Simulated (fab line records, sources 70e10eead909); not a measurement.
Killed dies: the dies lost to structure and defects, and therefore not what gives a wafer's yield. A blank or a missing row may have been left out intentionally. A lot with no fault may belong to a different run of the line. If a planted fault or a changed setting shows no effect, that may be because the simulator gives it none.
What tool caused it? | flow nand_harc | 12 lots with 36 wafers sampled at 3 steps, on a route of 1159 steps

== WHAT EACH GAUGE READ, for each wafer ==
NHARC_P_M0_CD_MEAS_09: target cd 90 nm.
lot  | measured     | on        | cd_nm (nm)
L074 | day 6 01:31  | cd_sem-03 | 90.3 90.1 89.8
L076 | day 6 13:14  | cd_sem-02 | 90.2 90.4 90.8
L079 | day 6 19:53  | cd_sem-03 | 89.8 91.1 90.5
L081 | day 7 15:34  | cd_sem-02 | 89.8 90.8 90.7
L083 | day 8 04:49  | cd_sem-01 | 90.3 90.8 89.6
L086 | day 9 03:11  | cd_sem-01 | 90.2 90.0 90.0
L088 | day 9 04:14  | cd_sem-03 | 90.2 90.3 90.5
L089 | day 9 12:14  | cd_sem-01 | 90.4 90.4 90.1
L092 | day 10 09:35 | cd_sem-02 | 90.8 90.1 90.4
L093 | day 10 11:42 | cd_sem-03 | 90.4 90.0 88.9
L095 | day 11 02:32 | cd_sem-03 | 89.9 89.9 89.9
L096 | day 11 06:26 | cd_sem-02 | 90.0 90.1 89.5

== EACH LOT AND THE TOOL THAT RAN IT (in order: tool; ch and the chambers of the sampled wafers; start) ==
lot  | NHARC_P_GATE_STRIP_75                | NHARC_P_CONTACT_ETCH_35
L074 | plasma_asher-02 ch 0,1, day 5 09:04  | rie_diel-13 ch 0,1,3, day 5 16:54
L076 | plasma_asher-02 ch 0,1, day 5 19:58  | rie_diel-04 ch 1,2, day 6 03:45
L079 | plasma_asher-02 ch 0,1, day 6 07:53  | rie_diel-04 ch 1,2,3, day 6 15:49
L081 | plasma_asher-01 ch 0,1, day 7 01:19  | rie_diel-04 ch 0,2,3, day 7 08:58
L083 | plasma_asher-02 ch 0,1, day 7 14:21  | rie_diel-13 ch 0,1,2, day 7 21:54
L086 | plasma_asher-02 ch 0,1, day 8 11:05  | rie_diel-04 ch 0,1,2, day 8 18:53
L088 | plasma_asher-01 ch 0,1, day 8 12:08  | rie_diel-13 ch 0,3, day 8 21:11
L089 | plasma_asher-02 ch 0,1, day 9 00:47  | rie_diel-04 ch 1,2,3, day 9 08:16
L092 | plasma_asher-02 ch 0,1, day 9 14:14  | rie_diel-13 ch 2,3, day 9 22:00
L093 | plasma_asher-02 ch 0,1, day 9 19:06  | rie_diel-09 ch 1,2, day 10 02:43
L095 | plasma_asher-02 ch 0,1, day 10 10:31 | rie_diel-04 ch 0,1,2, day 10 18:02
L096 | plasma_asher-01 ch 0,1, day 10 18:53 | rie_diel-13 ch 0,2,3, day 11 02:32
- NHARC_P_GATE_STRIP_75: strips in O2.
- NHARC_P_CONTACT_ETCH_35: etches the open film in CF4, target depth 39 nm, time 65 s.

== THE ANSWER, worked out from the rows above alone ==
Rule: the lots themselves supply what counts as usual. Put in order of their means at a reading, lots are off if they are a third of the lots or fewer, leave a main group of 4 or more, and stand apart from it by a gap of 3 or more times the standard deviation of the main group's means; of several such gaps the widest counts. A main group is skipped when, at the precision printed for the reading in the tables above, its means are all equal. Also off: a lot with no number at a reading for which 4 or more lots have one. Where the step has rows for the other lots, those lots are counted as sound.
Nothing can be told from this: no lot is off at any reading shown.

== WHAT THE SIMULATOR PUT IN ==
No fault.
